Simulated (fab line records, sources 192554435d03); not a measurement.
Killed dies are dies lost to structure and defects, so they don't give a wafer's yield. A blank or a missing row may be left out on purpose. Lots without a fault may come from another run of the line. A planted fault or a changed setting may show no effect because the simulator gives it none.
fab line records | flow n5_finfet
record lots=24 wafers=72 last_day=18
route steps=1938 shown BEOL_M3@981
lots that met no fault: from a run of the same line without faults
start_h: hours from the record's first day to the start of the lot's first wafer shown | wait_h: hours since the lot's step before | " the same as in the row above | L1.1+2: a row that stands for several wafers | - no value, or no start given | * or withheld: withheld | < > ~ a bound
route shown NAME@n: a module of which the file shows steps, and the number in the route of the first | usual: mean/standard deviation of fault-free wafers | same: alike in all rows | chamber/n: place in a boat | sites: the reading at each site | _std_site: their standard deviation | _edge_site: outer sites' mean less inner sites' | radius_mm: how far each site lies from the wafer's centre | mask NAME#n: copy n | behind: the tool/chamber that last shaped the wafer | hold: why the lot was held/for how many hours/how that ended | device: the transistor (n, p or np) that didn't switch | end of line: the same wafers' tests at the end of the route | a step without rows: its recipe alone | killed: dies lost to structure and defects at the first sort, not the wafer's yield | map: a wafer's dies, x killed, . not, _ none there
set.NAME: the setting as run; set.NAME@STEP: as run at that earlier step | model.NAME: the simulator's own value behind a step, which no gauge read
steps of the route over a sample of lots; a table a step, a row a wafer
services: from which hour (start_h, from the record's first day; less than 0 if before it) a tool's chamber was out of use, for how many hours, and why
## steps
# step N5_BEOL_M3_ETCH_41
# recipe chemistry=CH3F/O2 target=SiCN target_depth_a=299 taper_deg=2 time_s=52.5 ion_energy_ev=120 mask_material=TiN pressure_mtorr=30 source_w=395 bias_w=75 Ar_flow_sccm=150 CH3F_flow_sccm=30 O2_flow_sccm=20
# usual bias_w=74.98/0.22 drypump_motor_current_A=5.8/0.67 mfc_ar_sccm=150.0/0.47 oes_product_au=0.76/0.083 rf_vpp_V=297.3/1.5 showerhead_plenum_p_Torr=2.00/0.062 throttle_valve_pct=16.30/0.29
# columns lot.wafer tool chamber start_h wait_h bias_w drypump_motor_current_A mfc_ar_sccm oes_product_au rf_hours_counter_h rf_vpp_V showerhead_plenum_p_Torr throttle_valve_pct
L074.2 rie_diel-03 1 - - 75.53 6.3 150.4 0.70 221 299.5 2.05 16.08
L074.5 " 2 " " 74.84 5.6 150.1 0.74 - 296.3 1.98 16.55
L074.6 " 3 " " 75.32 5.8 149.3 0.79 - 297.0 2.02 16.05
L076.3 rie_diel-04 3 - - 75.01 6.2 149.9 0.73 201 296.9 1.99 16.32
L076.5 " 2 " " 74.60 5.2 150.3 0.75 - 297.9 2.00 15.98
L076.6 " 3 " " 74.66 6.2 150.2 0.72 - 298.8 1.99 16.33
L075.1 rie_diel-02 3 - - 74.95 6.6 149.2 0.88 45 297.7 1.96 15.92
L075.2 " 0 " " 75.19 5.8 149.2 0.69 219 297.9 2.06 16.91
L075.6 " 1 " " 75.25 6.6 149.6 0.69 - 297.5 2.06 16.47
L077.1 rie_diel-03 0 - - 75.03 5.1 149.6 0.69 233 296.1 1.99 16.71
L077.3 " 2 " " 74.68 5.6 150.0 0.74 202 296.9 1.98 16.55
L077.6 " 2 " " 74.92 5.6 150.2 0.74 - 297.9 1.98 16.56
L079.1 rie_diel-02 2 - - 74.90 4.6 150.8 0.98 2 298.2 2.07 16.21
L079.4 " 0 " " 74.60 5.7 150.1 0.68 221 297.9 2.06 16.90
L079.5 " 0 " " 74.58 5.7 150.7 0.69 - 299.2 2.06 16.89
L078.1 rie_diel-04 1 - - 75.25 5.3 150.6 0.83 88 296.1 1.93 15.89
L078.2 " 2 " " 74.78 5.2 150.3 0.74 147 297.9 2.00 15.98
L078.6 " 0 " " 74.93 5.9 149.3 0.74 - 294.0 1.84 16.26
L080.3 rie_diel-02 0 - - 75.35 5.7 150.6 0.69 223 297.3 2.06 16.89
L080.4 " 1 " " 74.76 6.6 150.1 0.69 202 298.8 2.05 16.49
L080.5 " 0 " " 75.20 5.8 150.9 0.69 - 300.5 2.06 16.91
L081.1 rie_diel-02 3 - - 75.20 6.6 150.7 0.86 54 297.5 1.96 15.94
L081.2 " 0 " " 75.07 5.7 150.1 0.69 230 297.3 2.06 16.91
L081.5 " 0 " " 75.17 5.7 149.7 0.68 - 298.6 2.06 16.90
L082.2 rie_diel-04 0 - - 74.51 5.9 149.8 0.74 140 293.5 1.83 16.27
L082.5 " 2 " " 74.95 5.2 150.2 0.73 - 298.5 2.00 16.00
L082.6 " 3 " " 75.49 6.2 150.9 0.72 - 296.7 1.98 16.33
L084.1 rie_diel-03 0 - - 75.09 5.1 150.0 0.69 243 297.4 1.98 16.74
L084.3 " 3 " " 75.16 5.8 150.1 0.77 106 296.7 2.01 16.07
L084.5 " 2 " " 75.03 5.6 150.3 0.73 - 297.9 1.98 16.58
L083.2 rie_diel-04 0 - - 75.38 5.9 150.2 0.74 141 294.1 1.83 16.27
L083.4 " 0 " " 74.96 5.9 150.3 0.73 - 295.8 1.83 16.29
L083.6 " 2 " " 75.13 5.2 150.4 0.73 - 297.3 2.00 16.01
L086.3 rie_diel-02 1 - - 74.77 6.6 150.1 0.67 221 299.2 2.05 16.52
L086.5 " 1 " " 74.85 6.6 150.5 0.68 - 299.0 2.05 16.53
L086.6 " 2 " " 74.89 4.6 150.0 0.90 - 297.4 2.06 16.23
L088.2 rie_diel-04 1 - - 74.77 5.3 149.4 0.81 102 296.1 1.92 15.92
L088.3 " 3 " " 74.67 6.3 149.7 0.70 223 296.9 1.98 16.35
L088.6 " 1 " " 74.86 5.3 149.8 0.81 - 296.8 1.92 15.92
L087.2 rie_diel-04 3 - - 75.14 6.3 150.2 0.71 223 297.3 1.98 16.36
L087.4 " 1 " " 75.06 5.3 150.0 0.81 102 296.4 1.92 15.92
L087.5 " 3 " " 74.93 6.2 149.9 0.71 - 296.4 1.98 16.36
L085.3 rie_diel-03 1 - - 74.93 6.3 148.7 0.68 242 299.3 2.05 16.14
L085.4 " 3 " " 74.74 5.8 149.0 0.76 - 298.4 2.01 16.10
L085.5 " 1 " " 74.89 6.3 149.2 0.68 - 299.5 2.05 16.14
L090.1 rie_diel-02 3 - - 75.07 6.6 149.9 0.85 66 295.5 1.96 15.97
L090.2 " 1 " " 74.84 6.6 149.9 0.67 222 299.4 2.05 16.53
L090.3 " 2 " " 74.95 4.7 150.3 0.91 22 299.5 2.06 16.25
L089.1 rie_diel-02 3 - - 75.31 6.6 149.4 0.85 67 296.0 1.96 15.95
L089.3 " 2 " " 75.03 4.7 149.4 0.91 22 299.6 2.06 16.23
L089.4 " 1 " " 74.69 6.6 150.5 0.67 223 299.9 2.05 16.53
L091.2 rie_diel-02 3 - - 74.97 6.6 149.6 0.84 67 296.6 1.96 15.96
L091.4 " 2 " " 74.55 4.7 150.3 0.91 23 299.5 2.06 16.25
L091.6 " 2 " " 74.55 4.6 150.2 0.90 - 298.9 2.06 16.23
L092.2 rie_diel-02 1 - - 74.74 6.6 150.4 0.68 225 298.0 2.05 16.53
L092.4 " 3 " " 74.91 6.6 149.9 0.84 69 295.8 1.96 15.98
L092.5 " 3 " " 74.88 6.6 150.8 0.84 - 296.7 1.96 15.97
L093.2 rie_diel-02 2 - - 74.69 4.7 149.5 0.89 31 297.2 2.06 16.26
L093.3 " 1 " " 75.17 6.6 149.5 0.66 232 298.9 2.04 16.53
L093.4 " 1 " " 74.97 6.5 149.4 0.66 - 297.1 2.04 16.55
L095.4 rie_diel-02 2 - - 74.51 4.7 150.2 0.88 - 298.4 2.06 16.27
L095.5 " 1 " " 75.05 6.6 150.0 0.66 - 298.7 2.04 16.52
L095.6 " 3 " " 74.63 6.6 150.2 0.83 - 296.3 1.95 15.98
L094.3 rie_diel-02 2 - - 74.99 4.7 149.9 0.88 32 299.0 2.06 16.25
L094.4 " 2 " " 74.83 4.7 150.7 0.88 - 297.5 2.06 16.24
L094.6 " 3 " " 75.34 6.6 149.7 0.83 - 295.9 1.95 15.97
L096.2 rie_diel-04 2 - - 75.30 5.2 150.6 0.72 181 296.8 1.99 16.04
L096.3 " 1 " " 74.70 5.3 150.0 0.81 116 294.9 1.92 15.94
L096.5 " 1 " " 74.93 5.3 150.1 0.80 - 296.2 1.92 15.96
L097.1 rie_diel-02 2 - - 75.18 4.6 150.4 0.86 43 297.4 2.05 16.26
L097.4 " 0 " " 74.91 5.7 149.5 0.95 7 298.3 2.05 16.44
L097.5 " 1 " " 74.71 6.6 150.2 0.66 - 297.0 2.04 16.56
# step N5_BEOL_M3_CD_MEAS_35
# recipe target_cd_nm=18 target_cd_y_nm=21 polarity=opening
# usual cd_nm=18.1/0.34
# columns lot.wafer tool chamber start_h wait_h cd_nm
L074.2 cd_sem-02 - 172.43 0.0 18.3
L074.5 " - " " 17.9
L074.6 " - " " 18.9
L076.3 cd_sem-02 - 172.60 0.0 18.0
L076.5 " - " " 18.3
L076.6 " - " " 17.7
L075.1 cd_sem-02 - 172.76 0.0 17.8
L075.2 " - " " 18.3
L075.6 " - " " 18.6
L077.1 cd_sem-03 - 172.79 0.0 18.1
L077.3 " - " " 18.3
L077.6 " - " " 17.8
L079.1 cd_sem-03 - 179.23 0.0 18.3
L079.4 " - " " 18.4
L079.5 " - " " 18.1
L078.1 cd_sem-01 - 179.55 0.0 18.1
L078.2 " - " " 18.5
L078.6 " - " " 18.2
L080.3 cd_sem-01 - 185.30 0.0 17.8
L080.4 " - " " 17.7
L080.5 " - " " 17.8
L081.1 cd_sem-03 - 204.65 0.0 18.3
L081.2 " - " " 18.1
L081.5 " - " " 18.2
L082.2 cd_sem-01 - 212.22 0.0 18.5
L082.5 " - " " 18.8
L082.6 " - " " 18.6
L084.1 cd_sem-02 - 215.41 0.0 17.7
L084.3 " - " " 18.0
L084.5 " - " " 17.6
L083.2 cd_sem-03 - 215.45 0.0 18.2
L083.4 " - " " 18.2
L083.6 " - " " 18.4
L086.3 cd_sem-03 - 243.22 0.0 17.7
L086.5 " - " " 17.9
L086.6 " - " " 18.0
L088.2 cd_sem-02 - 243.25 0.0 18.5
L088.3 " - " " 18.3
L088.6 " - " " 18.0
L087.2 cd_sem-02 - 243.70 0.0 18.2
L087.4 " - " " 18.2
L087.5 " - " " 18.2
L085.3 cd_sem-02 - 244.15 0.0 18.0
L085.4 " - " " 18.0
L085.5 " - " " 17.8
L090.1 cd_sem-03 - 246.87 0.0 18.1
L090.2 " - " " 17.7
L090.3 " - " " 18.0
L089.1 cd_sem-01 - 248.83 0.0 18.0
L089.3 " - " " 18.1
L089.4 " - " " 17.6
L091.2 cd_sem-01 - 250.61 0.0 17.4
L091.4 " - " " 18.0
L091.6 " - " " 17.7
L092.2 cd_sem-03 - 256.31 0.0 19.2
L092.4 " - " " 18.2
L092.5 " - " " 18.3
L093.2 cd_sem-03 - 277.09 0.0 18.6
L093.3 " - " " 18.1
L093.4 " - " " 18.2
L095.4 cd_sem-03 - 277.46 0.0 18.6
L095.5 " - " " 18.3
L095.6 " - " " 18.0
L094.3 cd_sem-03 - 280.09 0.0 18.6
L094.4 " - " " 18.0
L094.6 " - " " 18.1
L096.2 cd_sem-02 - 288.45 0.0 18.4
L096.3 " - " " 18.3
L096.5 " - " " 18.2
L097.1 cd_sem-03 - 310.90 0.0 18.2
L097.4 " - " " 17.4
L097.5 " - " " 17.7
# step N5_BEOL_M3_ANNEAL_49
# recipe temp_c=400 time_s=240 ambient=vacuum
# usual heater_power_w=835/59
# columns lot.wafer tool chamber start_h wait_h heater_power_w
L074.2 pvd_sputter-03 - 173.49 0.0 778
L074.5 " - " " 962
L074.6 " - " " 774
L076.3 pvd_sputter-02 - 173.62 0.0 809
L076.5 " - " " 817
L076.6 " - " " 954
L075.1 pvd_sputter-01 - 173.80 0.0 857
L075.2 " - " " 813
L075.6 " - " " 803
L077.1 pvd_sputter-03 - 175.33 0.0 738
L077.3 " - " " 819
L077.6 " - " " 944
L079.1 pvd_sputter-02 - 180.28 0.0 831
L079.4 " - " " 865
L079.5 " - " " 893
L078.1 pvd_sputter-01 - 181.89 0.0 807
L078.2 " - " " 889
L078.6 " - " " 783
L080.3 pvd_sputter-03 - 186.61 0.0 816
L080.4 " - " " 952
L080.5 " - " " 742
L081.1 pvd_sputter-02 - 205.60 0.0 840
L081.2 " - " " 923
L081.5 " - " " 933
L082.2 pvd_sputter-03 - 213.15 0.0 741
L082.5 " - " " 918
L082.6 " - " " 794
L084.1 pvd_sputter-02 - 216.31 0.0 955
L084.3 " - " " 839
L084.5 " - " " 833
L083.2 pvd_sputter-01 - 216.44 0.0 872
L083.4 " - " " 778
L083.6 " - " " 882
L086.3 pvd_sputter-02 - 244.37 0.0 813
L086.5 " - " " 845
L086.6 " - " " 846
L088.2 pvd_sputter-03 - 244.47 0.0 733
L088.3 " - " " 940
L088.6 " - " " 753
L087.2 pvd_sputter-01 - 244.67 0.0 768
L087.4 " - " " 823
L087.5 " - " " 784
L085.3 pvd_sputter-03 - 246.43 0.0 777
L085.4 " - " " 756
L085.5 " - " " 789
L090.1 pvd_sputter-02 - 248.45 0.0 850
L090.2 " - " " 846
L090.3 " - " " 932
L089.1 pvd_sputter-01 - 250.53 0.0 782
L089.3 " - " " 819
L089.4 " - " " 872
L091.2 pvd_sputter-01 - 252.85 0.0 876
L091.4 " - " " 804
L091.6 " - " " 898
L092.2 pvd_sputter-02 - 258.59 0.0 904
L092.4 " - " " 841
L092.5 " - " " 815
L093.2 pvd_sputter-02 - 277.99 0.0 829
L093.3 " - " " 801
L093.4 " - " " 840
L095.4 pvd_sputter-01 - 278.45 0.0 767
L095.5 " - " " 878
L095.6 " - " " 770
L094.3 pvd_sputter-02 - 281.04 0.0 852
L094.4 " - " " 810
L094.6 " - " " 816
L096.2 pvd_sputter-03 - 289.36 0.0 930
L096.3 " - " " 793
L096.5 " - " " 757
L097.1 pvd_sputter-02 - 313.25 0.0 840
L097.4 " - " " 818
L097.5 " - " " 854
# step N5_BEOL_M3_SPUTTER_81
# recipe material=Cu target_thk_a=45 temp_c=-20 chamber_pressure_pa=0.07 power_w=withheld time_s=8.29
# usual throttle_valve_pct=29.9/0.86
# columns lot.wafer tool chamber start_h wait_h throttle_valve_pct
L074.2 pvd_sputter-03 - 173.85 0.1 30.5
L074.5 " - " " 31.0
L074.6 " - " " 30.9
L076.3 pvd_sputter-02 - 173.98 0.1 29.5
L076.5 " - " " 29.6
L076.6 " - " " 30.7
L075.1 pvd_sputter-01 - 174.16 0.1 28.0
L075.2 " - " " 29.9
L075.6 " - " " 29.4
L077.1 pvd_sputter-03 - 175.69 0.1 31.1
L077.3 " - " " 30.1
L077.6 " - " " 31.0
L079.1 pvd_sputter-02 - 180.64 0.1 30.0
L079.4 " - " " 28.8
L079.5 " - " " 30.8
L078.1 pvd_sputter-01 - 182.25 0.1 30.4
L078.2 " - " " 28.4
L078.6 " - " " 29.3
L080.3 pvd_sputter-03 - 186.97 0.1 30.2
L080.4 " - " " 30.9
L080.5 " - " " 31.0
L081.1 pvd_sputter-02 - 205.96 0.1 29.1
L081.2 " - " " 30.8
L081.5 " - " " 30.7
L082.2 pvd_sputter-03 - 213.51 0.1 30.7
L082.5 " - " " 30.8
L082.6 " - " " 30.1
L084.1 pvd_sputter-02 - 216.67 0.1 30.9
L084.3 " - " " 29.8
L084.5 " - " " 29.4
L083.2 pvd_sputter-01 - 216.80 0.1 27.9
L083.4 " - " " 29.6
L083.6 " - " " 28.2
L086.3 pvd_sputter-02 - 244.73 0.1 29.5
L086.5 " - " " 28.8
L086.6 " - " " 29.2
L088.2 pvd_sputter-03 - 244.83 0.1 30.7
L088.3 " - " " 31.2
L088.6 " - " " 31.0
L087.2 pvd_sputter-01 - 245.03 0.1 29.3
L087.4 " - " " 29.5
L087.5 " - " " 29.5
L085.3 pvd_sputter-03 - 246.79 0.1 30.6
L085.4 " - " " 30.9
L085.5 " - " " 30.3
L090.1 pvd_sputter-02 - 248.81 0.1 28.8
L090.2 " - " " 29.8
L090.3 " - " " 30.7
L089.1 pvd_sputter-01 - 250.89 0.1 30.2
L089.3 " - " " 29.6
L089.4 " - " " 28.1
L091.2 pvd_sputter-01 - 253.21 0.1 28.2
L091.4 " - " " 30.3
L091.6 " - " " 28.2
L092.2 pvd_sputter-02 - 258.95 0.1 30.5
L092.4 " - " " 28.6
L092.5 " - " " 29.7
L093.2 pvd_sputter-02 - 278.35 0.1 29.7
L093.3 " - " " 29.6
L093.4 " - " " 29.0
L095.4 pvd_sputter-01 - 278.81 0.1 29.6
L095.5 " - " " 28.4
L095.6 " - " " 30.3
L094.3 pvd_sputter-02 - 281.40 0.1 28.9
L094.4 " - " " 29.6
L094.6 " - " " 29.9
L096.2 pvd_sputter-03 - 289.72 0.1 30.9
L096.3 " - " " 29.9
L096.5 " - " " 31.0
L097.1 pvd_sputter-02 - 313.61 0.1 29.5
L097.4 " - " " 29.3
L097.5 " - " " 30.0
# step N5_BEOL_M3_ANNEAL_82
# recipe temp_c=400 time_s=240 ambient=vacuum
# usual heater_power_w=835/60
# columns lot.wafer tool chamber start_h wait_h heater_power_w
L074.2 pvd_sputter-03 - 173.93 0.0 760
L074.5 " - " " 938
L074.6 " - " " 746
L076.3 pvd_sputter-02 - 174.06 0.0 816
L076.5 " - " " 814
L076.6 " - " " 923
L075.1 pvd_sputter-01 - 174.24 0.0 883
L075.2 " - " " 799
L075.6 " - " " 788
L077.1 pvd_sputter-03 - 175.77 0.0 757
L077.3 " - " " 804
L077.6 " - " " 946
L079.1 pvd_sputter-02 - 180.72 0.0 809
L079.4 " - " " 860
L079.5 " - " " 915
L078.1 pvd_sputter-01 - 182.33 0.0 789
L078.2 " - " " 869
L078.6 " - " " 811
L080.3 pvd_sputter-03 - 187.05 0.0 804
L080.4 " - " " 957
L080.5 " - " " 753
L081.1 pvd_sputter-02 - 206.04 0.0 840
L081.2 " - " " 915
L081.5 " - " " 935
L082.2 pvd_sputter-03 - 213.59 0.0 745
L082.5 " - " " 952
L082.6 " - " " 810
L084.1 pvd_sputter-02 - 216.75 0.0 949
L084.3 " - " " 819
L084.5 " - " " 842
L083.2 pvd_sputter-01 - 216.88 0.0 869
L083.4 " - " " 769
L083.6 " - " " 856
L086.3 pvd_sputter-02 - 244.81 0.0 829
L086.5 " - " " 861
L086.6 " - " " 833
L088.2 pvd_sputter-03 - 244.91 0.0 725
L088.3 " - " " 968
L088.6 " - " " 751
L087.2 pvd_sputter-01 - 245.11 0.0 787
L087.4 " - " " 823
L087.5 " - " " 769
L085.3 pvd_sputter-03 - 246.87 0.0 757
L085.4 " - " " 772
L085.5 " - " " 791
L090.1 pvd_sputter-02 - 248.89 0.0 870
L090.2 " - " " 825
L090.3 " - " " 923
L089.1 pvd_sputter-01 - 250.97 0.0 806
L089.3 " - " " 816
L089.4 " - " " 879
L091.2 pvd_sputter-01 - 253.29 0.0 858
L091.4 " - " " 790
L091.6 " - " " 864
L092.2 pvd_sputter-02 - 259.03 0.0 920
L092.4 " - " " 863
L092.5 " - " " 830
L093.2 pvd_sputter-02 - 278.43 0.0 844
L093.3 " - " " 814
L093.4 " - " " 853
L095.4 pvd_sputter-01 - 278.89 0.0 799
L095.5 " - " " 882
L095.6 " - " " 807
L094.3 pvd_sputter-02 - 281.48 0.0 858
L094.4 " - " " 836
L094.6 " - " " 824
L096.2 pvd_sputter-03 - 289.80 0.0 932
L096.3 " - " " 808
L096.5 " - " " 763
L097.1 pvd_sputter-02 - 313.69 0.0 831
L097.4 " - " " 819
L097.5 " - " " 824
# step N5_BEOL_M3_SPUTTER_86
# recipe material=Cu target_thk_a=45 temp_c=-20 chamber_pressure_pa=0.07 power_w=withheld time_s=8.29
# usual throttle_valve_pct=29.9/0.85
# columns lot.wafer tool chamber start_h wait_h throttle_valve_pct
L074.2 pvd_sputter-03 - 174.07 0.1 30.4
L074.5 " - " " 31.0
L074.6 " - " " 30.7
L076.3 pvd_sputter-02 - 174.20 0.1 29.5
L076.5 " - " " 29.1
L076.6 " - " " 30.5
L075.1 pvd_sputter-01 - 174.38 0.1 28.0
L075.2 " - " " 30.2
L075.6 " - " " 29.5
L077.1 pvd_sputter-03 - 175.91 0.1 30.9
L077.3 " - " " 29.9
L077.6 " - " " 31.1
L079.1 pvd_sputter-02 - 180.86 0.1 29.7
L079.4 " - " " 29.3
L079.5 " - " " 30.8
L078.1 pvd_sputter-01 - 182.47 0.1 30.3
L078.2 " - " " 28.4
L078.6 " - " " 29.5
L080.3 pvd_sputter-03 - 187.19 0.1 30.2
L080.4 " - " " 31.0
L080.5 " - " " 30.9
L081.1 pvd_sputter-02 - 206.18 0.1 28.9
L081.2 " - " " 30.6
L081.5 " - " " 30.6
L082.2 pvd_sputter-03 - 213.73 0.1 30.8
L082.5 " - " " 30.8
L082.6 " - " " 29.8
L084.1 pvd_sputter-02 - 216.89 0.1 30.5
L084.3 " - " " 29.5
L084.5 " - " " 29.8
L083.2 pvd_sputter-01 - 217.02 0.1 28.2
L083.4 " - " " 29.7
L083.6 " - " " 28.3
L086.3 pvd_sputter-02 - 244.95 0.1 29.4
L086.5 " - " " 29.1
L086.6 " - " " 29.3
L088.2 pvd_sputter-03 - 245.05 0.1 31.0
L088.3 " - " " 30.8
L088.6 " - " " 30.8
L087.2 pvd_sputter-01 - 245.25 0.1 29.2
L087.4 " - " " 29.5
L087.5 " - " " 29.4
L085.3 pvd_sputter-03 - 247.01 0.1 30.8
L085.4 " - " " 31.3
L085.5 " - " " 30.0
L090.1 pvd_sputter-02 - 249.03 0.1 29.0
L090.2 " - " " 29.9
L090.3 " - " " 30.7
L089.1 pvd_sputter-01 - 251.11 0.1 30.5
L089.3 " - " " 29.5
L089.4 " - " " 28.1
L091.2 pvd_sputter-01 - 253.43 0.1 28.4
L091.4 " - " " 30.3
L091.6 " - " " 28.2
L092.2 pvd_sputter-02 - 259.17 0.1 30.8
L092.4 " - " " 29.0
L092.5 " - " " 29.7
L093.2 pvd_sputter-02 - 278.57 0.1 29.6
L093.3 " - " " 29.2
L093.4 " - " " 29.1
L095.4 pvd_sputter-01 - 279.03 0.1 29.4
L095.5 " - " " 28.1
L095.6 " - " " 30.3
L094.3 pvd_sputter-02 - 281.62 0.1 28.8
L094.4 " - " " 29.4
L094.6 " - " " 29.5
L096.2 pvd_sputter-03 - 289.94 0.1 30.9
L096.3 " - " " 30.1
L096.5 " - " " 30.9
L097.1 pvd_sputter-02 - 313.83 0.1 29.8
L097.4 " - " " 29.5
L097.5 " - " " 29.7
## services
# columns tool chamber start_h hours kind
pvd_sputter-01 - 156.15 13.6 repair
rie_diel-04 1 209.51 16.5 repair
rie_diel-02 0 238.33 5.8 repair
rie_diel-03 0 241.10 - clean
rie_diel-03 0 241.10 - consumable_replace:focus_ring
rie_diel-03 0 241.10 13.3 scheduled_down
rie_diel-03 0 241.10 13.3 vent_cycle
rie_diel-03 1 264.73 - clean
rie_diel-03 1 264.73 - consumable_replace:focus_ring
rie_diel-03 1 264.73 16.1 scheduled_down
rie_diel-03 1 264.73 16.1 vent_cycle
rie_diel-03 - 271.55 14.6 pm
rie_diel-02 0 274.53 - clean
rie_diel-02 0 274.53 - consumable_replace:focus_ring
rie_diel-02 0 274.53 14.8 scheduled_down
rie_diel-02 0 274.53 14.8 vent_cycle
## key
fault none
